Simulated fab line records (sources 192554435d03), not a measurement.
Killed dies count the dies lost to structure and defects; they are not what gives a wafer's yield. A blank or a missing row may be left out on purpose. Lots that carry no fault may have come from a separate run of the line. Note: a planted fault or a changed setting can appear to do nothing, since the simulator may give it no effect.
Chamber matching ; flow n5 finfet ; rie diel-04 running N5_SD_EPI_P_ETCH_37: 4 sister chambers
The step etches SOC in N2/H2, overetch 108 nm, time 486 s. 4 wafers are shown with their chamber, then 10 later ones without.

## EACH WAFER AND ITS CHAMBER
wafer;chamber;throttle valve pct (%)
L088.5;0;23.65
L091.2;1;23.75
L092.2;3;23.88
L092.3;2;23.34

## WAFERS WHOSE CHAMBER IS MISSING
wafer;throttle valve pct (%)
L092.5;23.65
L093.2;23.90
L093.4;23.76
L093.6;23.66
L094.3;23.88
L094.4;23.68
L094.5;23.67
L095.1;23.67
L095.3;23.77
L095.4;23.35

## EACH ONE'S CHAMBER
wafer;from the rows above;in truth
L092.5;0;0
L093.2;3;3
L093.4;1;1
L093.6;0;0
L094.3;3;3
L094.4;0;0
L094.5;0;0
L095.1;0;0
L095.3;1;1
L095.4;2;2
Placed correctly: 10 of 10. Can't be placed from these rows: 0. 0 placed wrongly.
How it was worked out, from the rows above alone: a wafer's distance from a chamber is the root of the sum, over the readings, of the square of ((its reading less the chamber's mean) divided by the reading's scatter). The wafer belongs to the nearest chamber; if the next one is less than 2 further off, it can't be placed. Each chamber's mean is taken over the wafers shown for it. The scatter: with one shown wafer a chamber, the root of the mean of the squares of how far each hidden wafer lies from its nearest shown one.
